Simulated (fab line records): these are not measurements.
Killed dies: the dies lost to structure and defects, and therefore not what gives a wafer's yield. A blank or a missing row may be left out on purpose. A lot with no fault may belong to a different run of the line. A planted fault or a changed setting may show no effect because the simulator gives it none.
fab line records	flow n5Finfet
record lots=7	wafers=18	lastDay=17
route steps=1938 shown BEOL_M4@1096 PASSIVATION@1936
lots untouched by any fault: they come from a run of this same line in which no faults occurred
startH: hours from the record's first day to the start of the lot's first wafer shown	waitH: hours from the lot's prior step to this one	" repeats the value in the row above	L1.1+2: several wafers, shown together as one row	- no value present, or no start provided	* or withheld: withheld	< > ~ a bound
route shown NAME@n: NAME is a module with steps in the file, n the number in the route of the first one	usual: mean and standard deviation over wafers with no fault	same: alike in all rows	chamber/n: place in a boat	sites: the reading at each site	_std_site: the standard deviation of these	_edge_site: the outer-site mean with the inner-site mean subtracted	radiusMm: how far each site lies from the wafer's centre	mask NAME#n: copy n	behind: the last tool/chamber to shape the wafer	hold: why the lot was held/for how many hours/how that ended	device: whichever transistor did not switch (one of n, p or np)	end of line: the route-end tests of the same wafers	step lacking rows: just its recipe	killed: dies lost to structure and defects at the first sort, not the wafer's yield	map: the dies of a wafer, with x for killed, . for not killed, _ for no die there
set.NAME: the setting as run; set.NAME@STEP: as run at that earlier step	model.NAME: the simulator's own value behind a step, which no gauge read
lots at some steps of the route; a table a step, a row a wafer
services: a tool's chamber out of use, with start hour (startH, from the record's first day; less than 0 if before it), hours out, and reason
## steps
# step N5_BEOL_M4_SPUTTER_92
# recipe material=Cu	targetThkA=45	tempC=-20	chamberPressurePa=0.07	powerW=withheld	timeS=8.29
# step N5_BEOL_M4_ANNEAL_93
# recipe tempC=400	timeS=240	ambient=vacuum
# usual heaterPowerW=825/40	susceptor_temp_C_max=400.9/0.34
lot.wafer	tool	chamber	startH	waitH	heaterPowerW	susceptor_temp_C_max
L843.4	pvdSputter-02	-	165.33	0.0	816	400.4
L843.5	"	-	"	"	812	401.8
L843.6	"	-	"	"	757	400.6
L850.4	pvdSputter-01	-	215.51	0.0	785	401.0
L850.5	"	-	"	"	835	401.1
L853.1	pvdSputter-02	-	223.76	0.0	743	400.9
L853.5	"	-	"	"	744	400.8
L854.2	pvdSputter-01	-	240.98	0.0	821	401.2
L854.5	"	-	"	"	815	401.3
L859.2	pvdSputter-02	-	267.57	0.0	837	401.9
L859.4	"	-	"	"	864	400.9
L859.6	"	-	"	"	821	401.9
L862.1	pvdSputter-02	-	282.04	0.0	878	401.1
L862.3	"	-	"	"	813	400.9
L862.5	"	-	"	"	817	400.9
L864.2	pvdSputter-03	-	298.62	0.0	846	401.0
L864.3	"	-	"	"	878	401.2
L864.4	"	-	"	"	783	400.8
# step N5_BEOL_M4_SPUTTER_94
# recipe material=Cu	targetThkA=45	tempC=-20	chamberPressurePa=0.07	powerW=withheld	timeS=8.29
# step N5_BEOL_M4_ANNEAL_95
# recipe tempC=400	timeS=240	ambient=vacuum
# step N5_BEOL_M4_SPUTTER_96
# recipe material=Cu	targetThkA=45	tempC=-20	chamberPressurePa=0.07	powerW=withheld	timeS=8.29
# usual chuckSensorTempC=-15.9/0.47	substrateTempC=-20.00/0.1	throttleValvePct=29.7/0.7
lot.wafer	tool	chamber	startH	waitH	chuckSensorTempC	substrateTempC	throttleValvePct
L843.4	pvdSputter-02	-	165.69	0.1	-15.1	-19.91	30.5
L843.5	"	-	"	"	-16.2	-20.02	29.3
L843.6	"	-	"	"	-16.0	-20.02	29.9
L850.4	pvdSputter-01	-	215.87	0.1	-15.4	-20.05	29.5
L850.5	"	-	"	"	-15.5	-19.92	29.7
L853.1	pvdSputter-02	-	224.12	0.1	-15.7	-20.16	30.0
L853.5	"	-	"	"	-15.9	-20.03	30.0
L854.2	pvdSputter-01	-	241.34	0.1	-15.7	-20.10	28.9
L854.5	"	-	"	"	-15.5	-19.86	29.7
L859.2	pvdSputter-02	-	267.93	0.1	-16.2	-20.12	29.5
L859.4	"	-	"	"	-16.6	-20.08	28.7
L859.6	"	-	"	"	-16.2	-20.23	29.6
L862.1	pvdSputter-02	-	282.40	0.1	-16.8	-20.16	28.7
L862.3	"	-	"	"	-16.1	-20.17	29.5
L862.5	"	-	"	"	-15.3	-19.94	30.4
L864.2	pvdSputter-03	-	299.02	0.1	-15.4	-19.96	30.6
L864.3	"	-	"	"	-15.7	-20.05	30.9
L864.4	"	-	"	"	-15.9	-20.03	29.2
# step N5_BEOL_M4_ECD_50
# recipe material=Cu	targetThkA=3000
# step N5_BEOL_M4_ANNEAL_51
# recipe tempC=225	timeS=90	ambient=N2
# usual wafer_temp_C_max=225.89/0.24
lot.wafer	tool	chamber	startH	waitH	wafer_temp_C_max
L843.4	rtpAnneal-01	0	166.02	0.2	225.68
L843.5	"	0	"	"	226.13
L843.6	"	0	"	"	225.73
L850.4	rtpAnneal-02	0	216.20	0.2	225.72
L850.5	"	0	"	"	225.54
L853.1	rtpAnneal-01	0	224.32	0.1	226.00
L853.5	"	0	"	"	225.70
L854.2	rtpAnneal-02	0	241.66	0.2	225.82
L854.5	"	0	"	"	226.12
L859.2	rtpAnneal-02	0	268.17	0.1	225.68
L859.4	"	0	"	"	225.79
L859.6	"	0	"	"	225.62
L862.1	rtpAnneal-01	0	282.60	0.1	226.05
L862.3	"	0	"	"	225.93
L862.5	"	0	"	"	225.88
L864.2	rtpAnneal-02	0	299.28	0.1	225.81
L864.3	"	0	"	"	225.73
L864.4	"	0	"	"	226.13
# step N5_BEOL_M4_CMP_52
# recipe stopOn=SiOC	tOverpolishS=6.8	downForcePsi=1	platenRpm=50	clearingPlatenDownForcePsi=1.5	clearingPlatenRpm=50	postCmpClean=cuAlkaline	targetThkNm=40	clearingPlatenPadVelocityMS=0.99484	padVelocityMS=0.99484
# usual barrierFieldEndpointS=24.7/0.83	motorCurrentA=6.2/0.65	overpolishRunS=6.801/0.01	timeToEndpointS=63/4.3
lot.wafer	tool	chamber	startH	waitH	barrierFieldEndpointS	motorCurrentA	overpolishRunS	timeToEndpointS
L843.4	cmp-01	1	166.30	0.2	25.2	6.7	6.791	61
L843.6	"	2	"	"	26.3	6.7	6.799	70
L843.5	"	3	"	"	27.0	6.5	6.777	71
L850.4	cmp-04	2	216.44	0.2	25.3	6.8	6.812	63
L850.5	"	0	"	"	25.3	6.8	6.827	68
L853.1	cmp-04	1	224.65	0.3	25.2	5.3	6.805	61
L853.5	"	0	"	"	25.7	7.0	6.790	66
L854.2	cmp-01	1	241.98	0.3	23.3	6.8	6.834	56
L854.5	"	0	"	"	24.4	6.6	6.787	60
L859.4	cmp-03	3	268.43	0.1	24.8	7.1	6.809	63
L859.2	"	1	"	"	23.9	5.6	6.815	60
L859.6	"	0	"	"	24.4	5.8	6.792	63
L862.1	cmp-04	3	282.97	0.3	23.5	5.8	6.794	58
L862.3	"	0	"	"	25.1	7.0	6.800	66
L862.5	"	2	"	"	25.2	6.6	6.808	67
L864.2	cmp-01	1	299.53	0.2	24.5	6.9	6.807	63
L864.4	"	2	"	"	26.2	6.4	6.808	71
L864.3	"	0	"	"	24.9	6.0	6.809	66
# step N5_BEOL_M4_THK_MEAS_53
# recipe thkMeasGauge=xrf	reads=Cu_of_BEOL_M4_ECD_50
# usual M4_THK=40.1/1.9
lot.wafer	tool	chamber	startH	waitH	M4_THK[nm]
L843.4	filmMetro-01	-	166.48	-	39.0
L843.5	"	-	"	"	44.2
L843.6	"	-	"	"	41.9
L850.4	filmMetro-01	-	216.66	-	40.0
L850.5	"	-	"	"	40.7
L853.1	filmMetro-02	-	224.91	-	38.9
L853.5	"	-	"	"	40.1
L854.2	filmMetro-01	-	242.20	-	36.4
L854.5	"	-	"	"	40.3
L859.2	filmMetro-02	-	268.72	-	38.9
L859.4	"	-	"	"	36.5
L859.6	"	-	"	"	36.8
L862.1	filmMetro-01	-	283.19	-	37.5
L862.3	"	-	"	"	41.1
L862.5	"	-	"	"	39.5
L864.2	filmMetro-02	-	299.82	-	38.9
L864.3	"	-	"	"	41.7
L864.4	"	-	"	"	44.4
# step N5_BEOL_M4_PRE_CLEAN_60
# recipe gas=NH3/H2	timeS=15	tempC=*	rfPowerW=300
# usual heaterPowerW=91/20
lot.wafer	tool	chamber	startH	waitH	heaterPowerW
L843.4	cvdCo-01	1	166.54	0.1	118
L843.5	"	0	"	"	76
L843.6	"	2	"	"	68
L850.4	cvdCo-01	0	216.71	0.1	78
L850.5	"	1	"	"	117
L853.1	cvdCo-01	1	224.95	0.0	117
L853.5	"	2	"	"	68
L854.2	cvdCo-01	1	242.24	0.0	119
L854.5	"	2	"	"	69
L859.2	cvdCo-01	1	268.76	0.0	124
L859.4	"	2	"	"	67
L859.6	"	0	"	"	76
L862.1	cvdCo-02	0	283.44	0.2	97
L862.3	"	1	"	"	97
L862.5	"	1	"	"	99
L864.2	cvdCo-02	1	299.96	0.1	97
L864.3	"	0	"	"	97
L864.4	"	1	"	"	101
# step N5_BEOL_M4_CO_CAP_55
# recipe material=Co	targetThkA=20	tempC=200	precursor=CCTBA/H2	pressureTorr=30	timeS=102.1
# step N5_BEOL_M4_PRE_CLEAN_56
# recipe gas=NH3	timeS=15	tempC=withheld	rfPowerW=300
# step N5_BEOL_M4_DEP_57
# recipe material=SiCN	targetThkA=80	tempC=withheld	precursor=3MS/NH3	pressureTorr=3	rfW=202	timeS=14
# usual showerheadPlenumPTorr=3.667/0.012	throttleValvePct=9.1/0.48
lot.wafer	tool	chamber	startH	waitH	showerheadPlenumPTorr	throttleValvePct	model.SiCN_of_BEOL_M4_DEP_57.thkNm
L843.4	pecvd-03	0	166.69	0.0	3.659	8.9	8
L843.5	"	2	"	"	3.664	9.4	8.2
L843.6	"	1	"	"	3.675	10.1	8.4
L850.4	pecvd-04	1	216.87	0.0	3.672	9.5	6
L850.5	"	2	"	"	3.684	8.5	5.8
L853.1	pecvd-04	2	225.10	0.0	3.671	8.5	7.8
L853.5	"	1	"	"	3.664	9.5	5.8
L854.2	pecvd-04	2	242.40	0.0	3.664	8.4	7.8
L854.5	"	1	"	"	3.674	9.6	6
L859.2	pecvd-02	0	268.93	0.0	3.656	9.4	7.6
L859.4	"	2	"	"	3.639	8.4	8
L859.6	"	0	"	"	3.660	9.4	8
L862.1	pecvd-02	1	283.61	0.0	3.662	9.6	7.6
L862.3	"	1	"	"	3.665	9.8	7.8
L862.5	"	2	"	"	3.640	8.6	8.2
L864.2	pecvd-04	1	300.12	0.0	3.679	9.5	8
L864.3	"	0	"	"	3.669	9.1	8
L864.4	"	2	"	"	3.663	8.5	7.8
# step N5_BEOL_M4_RS_MEAS_58
# recipe thkMeasGauge=four-point-probe	reads=Co_of_BEOL_M4_CO_CAP_55+Cu_of_BEOL_M4_ECD_50+Co_of_BEOL_M4_CVD_47+TaN_of_BEOL_M4_ALD_84
# usual M4_RS=0.68/0.041
lot.wafer	tool	chamber	startH	waitH	M4_RS[ohm/sq]
L843.4	filmMetro-01	-	166.74	0.0	0.71
L843.5	"	-	"	"	0.60
L843.6	"	-	"	"	0.65
L850.4	filmMetro-02	-	216.92	0.0	0.67
L850.5	"	-	"	"	0.66
L853.1	filmMetro-02	-	225.17	0.0	0.71
L853.5	"	-	"	"	0.68
L854.2	filmMetro-01	-	242.46	0.1	0.79
L854.5	"	-	"	"	0.68
L859.2	filmMetro-02	-	269.01	0.1	0.70
L859.4	"	-	"	"	0.76
L859.6	"	-	"	"	0.76
L862.1	filmMetro-01	-	283.69	0.1	0.75
L862.3	"	-	"	"	0.66
L862.5	"	-	"	"	0.70
L864.2	filmMetro-02	-	300.19	0.1	0.70
L864.3	"	-	"	"	0.63
L864.4	"	-	"	"	0.59
# step N5_BEOL_M4_RC_MEAS_101
# usual DIBL_N=35.9/2.5	DIBL_P=36.0/3	IOFF_N=0.16/0.047	IOFF_P=0.21/0.047	ION_N=671/14	ION_P=460/8.8	SS_N=71.5/0.73	SS_P=73.2/0.91	VT_N=250/4.3	VT_P=-251/3.6
lot.wafer	tool	chamber	startH	waitH	DIBL_N[mV/V]	DIBL_P[mV/V]	IOFF_N[nA/um]	IOFF_P[nA/um]	ION_N[uA/um]	ION_P[uA/um]	SS_N[mV/dec]	SS_P[mV/dec]	VT_N[mV]	VT_P[mV]
L843.4	prober-01	0	167.25	0.5	36.8	36.8	0.16	0.19	674	452	71.7	73.0	250	-252
L843.5	"	0	"	"	36.6	37.9	0.16	0.21	683	465	71.6	73.3	249	-251
L843.6	"	0	"	"	33.3	34.2	0.13	0.16	659	448	71.4	72.3	250	-255
L850.4	prober-01	0	217.43	0.5	33.5	29.9	0.10	0.13	659	446	70.9	72.2	253	-257
L850.5	"	0	"	"	39.3	37.3	0.18	0.22	674	456	72.7	73.9	251	-253
L853.1	prober-01	0	225.22	0.0	33.0	34.3	0.12	0.19	662	462	71.7	72.3	253	-250
L853.5	"	0	"	"	33.5	35.2	0.13	0.21	679	472	71.0	72.7	251	-246
L854.2	prober-01	0	242.67	0.2	39.8	39.9	0.20	0.26	689	458	72.1	75.1	247	-251
L854.5	"	0	"	"	36.4	34.6	0.15	0.18	668	457	71.3	73.7	251	-255
L859.2	prober-02	0	269.22	0.2	38.0	38.8	0.18	0.25	682	469	71.7	74.4	246	-247
L859.4	"	0	"	"	37.5	38.7	0.19	0.25	682	469	71.1	73.8	244	-248
L859.6	"	0	"	"	34.9	35.3	0.14	0.20	682	469	69.9	72.6	249	-249
L862.1	prober-01	0	283.75	0.0	36.8	40.0	0.18	0.27	682	475	71.9	74.3	250	-246
L862.3	"	0	"	"	35.5	38.7	0.16	0.26	683	478	72.0	73.7	246	-245
L862.5	"	0	"	"	35.1	37.2	0.15	0.22	677	468	72.1	73.7	249	-250
L864.2	prober-02	0	300.39	0.2	33.6	34.4	0.12	0.19	666	462	71.9	72.9	254	-254
L864.3	"	0	"	"	33.0	31.9	0.10	0.16	639	445	71.5	72.4	259	-256
L864.4	"	0	"	"	32.1	31.8	0.10	0.15	653	457	70.9	71.6	257	-257
# step N5_PASSIVATION_PROBE_49
# usual defectLimitedYield=91.4/1.4	killed_at_M0_to_M3=34/8.9	killed_at_M4_up=13/4.6	killedAtContacts=12/5.5	killedAtFrontEnd=41/11	killedAtOther=3.1/2.9	killedDies=102/16	killedOpen=66/11	killedShort=34/7.6	sort_bin_5_function=5.1/0.89	sort_bin_6_memory=3.2/0.61	sort_bin_8_speed=0.02/0.12	sortNPass=1078/16
# same grossDies=1180	killedAtBackSide=0	sort_bin_4_leakage[%]=0
lot.wafer	tool	chamber	startH	waitH	defectLimitedYield[%]	killed_at_M0_to_M3	killed_at_M4_up	killedAtContacts	killedAtFrontEnd	killedAtOther	killedDies	killedOpen	killedShort	sort_bin_5_function[%]	sort_bin_6_memory[%]	sort_bin_8_speed[%]	sortNPass
L853.1	prober-01	-	326.36	0.0	93.2	30	8	7	34	1	80	54	26	4.1	2.7	0	1100
L853.5	prober-01	-	326.56	0.2	93.1	33	8	8	32	0	81	54	27	3.8	3.0	0	1099
L854.2	prober-01	-	346.67	0.1	92.3	24	12	23	30	2	91	63	28	4.7	2.6	0	1089
L859.2	prober-01	-	374.14	0.1	90.7	31	13	9	56	1	110	64	38	5.9	2.5	0	1070
L859.4	prober-01	-	374.24	0.2	91.3	31	10	8	50	4	103	71	29	5.4	2.9	0	1077
L859.6	prober-01	-	374.34	0.3	89.1	48	16	22	43	0	129	82	46	7.6	3.2	0	1051
L862.1	prober-01	-	380.91	0.0	94.2	19	11	7	30	1	68	49	19	3.7	1.9	0	1112
L862.3	prober-01	-	381.01	0.1	90.3	26	13	15	59	1	114	74	35	5.3	3.4	0	1066
L862.5	prober-01	-	381.11	0.2	92.2	21	10	10	46	5	92	59	31	4.2	3.0	0	1088
# killed by level:class
L853.1 STI_FIN_REVEAL:geometricParticle:open=10 BEOL_M0_SAQP:geometricParticle:open=9 BEOL_M0_SAQP:geometricParticle:short=7 MOL_CONTACT_COAG:geometricParticle:open=6 BEOL_M2:geometricParticle:open=5 FIN_SAQP:geometricParticle:short=4 DUMMY_GATE:geometricParticle:open=4 FIN_SAQP:geometricParticle:open=3
L853.5 BEOL_M0_SAQP:geometricParticle:short=9 BEOL_M0_SAQP:geometricParticle:open=8 FIN_SAQP:geometricParticle:open=7 MOL_CONTACT_COAG:geometricParticle:open=7 STI_FIN_REVEAL:geometricParticle:open=6 BEOL_M2:geometricParticle:open=5 GATE_CUT:geometricParticle:short=5 BEOL_M4:geometricParticle:open=5
L854.2 MOL_CONTACT_COAG:geometricParticle:open=19 STI_FIN_REVEAL:geometricParticle:open=7 BEOL_M0_SAQP:geometricParticle:short=7 BEOL_M4:geometricParticle:open=7 FIN_SAQP:geometricParticle:open=5 FIN_SAQP:geometricParticle:short=4 MOL_CONTACT_COAG:geometricParticle:short=4 BEOL_M0_SAQP:geometricParticle:open=4
L859.2 FIN_SAQP:geometricParticle:open=20 FIN_SAQP:geometricParticle:short=9 BEOL_M3:geometricParticle:open=7 HKMG_FIN:areaEtch=7 MOL_CONTACT_COAG:geometricParticle:open=6 BEOL_M0_SAQP:geometricParticle:open=6 GATE_CUT:geometricParticle:short=5 BEOL_M2:geometricParticle:short=5
L859.4 BEOL_M0_SAQP:geometricParticle:open=15 FIN_SAQP:geometricParticle:open=12 FIN_SAQP:geometricParticle:short=7 STI_FIN_REVEAL:geometricParticle:open=7 MOL_CONTACT_COAG:geometricParticle:open=7 BEOL_M0_SAQP:geometricParticle:short=7 DUMMY_GATE:geometricParticle:open=6 BEOL_M4:geometricParticle:open=5
L859.6 MOL_CONTACT_COAG:geometricParticle:open=17 BEOL_M0_SAQP:geometricParticle:open=16 FIN_SAQP:geometricParticle:short=11 FIN_SAQP:geometricParticle:open=11 BEOL_M1:geometricParticle:open=10 BEOL_M0_SAQP:geometricParticle:short=7 MOL_CONTACT_COAG:geometricParticle:short=5 BEOL_M3:geometricParticle:open=5
L862.1 DUMMY_GATE:geometricParticle:open=8 MOL_CONTACT_COAG:geometricParticle:open=7 GATE_CUT:geometricParticle:short=7 BEOL_M0_SAQP:geometricParticle:open=5 BEOL_M2:geometricParticle:open=5 GATE_CUT:geometricParticle:open=4 STI_FIN_REVEAL:geometricParticle:open=3 BEOL_M3:geometricParticle:open=3
L862.3 STI_FIN_REVEAL:geometricParticle:open=23 MOL_CONTACT_COAG:geometricParticle:open=10 DUMMY_GATE:geometricParticle:open=8 BEOL_M0_SAQP:geometricParticle:short=7 STI_FIN_REVEAL:geometricParticle:short=6 MOL_CONTACT_COAG:geometricParticle:short=5 BEOL_M0_SAQP:geometricParticle:open=5 HKMG_FIN:areaEtch=5
L862.5 STI_FIN_REVEAL:geometricParticle:open=15 STI_FIN_REVEAL:geometricParticle:short=11 MOL_CONTACT_COAG:geometricParticle:open=8 BEOL_M0_SAQP:geometricParticle:open=8 BEOL_M0_SAQP:geometricParticle:short=5 DUMMY_GATE:geometricParticle:open=5 PASS1_DEP:geometricParticle:open=4 STARTING-WAFER:geometricParticle:open=4
## services
tool	chamber	startH	hours	kind
cmp-03	-	142.80	0.4	repair
pecvd-02	-	144.46	0.7	repair
cmp-04	-	146.08	4.0	pm
pecvd-04	-	148.13	1.1	repair
cvdCo-02	-	149.86	1.0	repair
cmp-03	-	153.91	0.3	repair
pecvd-04	2	154.06	2.1	scheduledDown
pecvd-03	-	169.69	2.8	pm
pecvd-04	-	175.90	0.9	repair
cmp-04	-	181.87	3.1	repair
cmp-01	-	186.87	1.3	repair
cmp-03	-	201.25	0.8	repair
cmp-01	-	210.70	7.7	pm
cmp-03	-	219.62	0.4	repair
cmp-01	-	220.48	4.0	pm
cvdCo-01	-	237.63	2.8	pm
cmp-03	-	241.11	14.1	pm
pecvd-02	1	261.67	13.0	repair
pecvd-03	-	262.39	14.6	pm
cmp-01	-	272.34	2.0	repair
cvdCo-02	-	273.87	6.9	pm
pecvd-03	0	282.40	9.6	repair
cmp-04	-	285.28	2.5	repair
rtpAnneal-02	-	285.43	1.1	pm
## key
firstSign none at tools or gauges
modelEffect step=N5_BEOL_M4_DEP_57	value=SiCN_of_BEOL_M4_DEP_57.thkNm	without=7.95	struck=5.9
metAt N5_BEOL_M4_DEP_57
struckWafers L850.4,L850.5,L853.5,L854.5
fault kind=processParameterDrift	tool=pecvd-04	chamber=-	onsetH=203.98	steps=N5_BEOL_M4_DEP_57	channel=timeS	offset=*	shape=step	endH=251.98	scope=struckWafersOnly	actsIn=*	stated=*
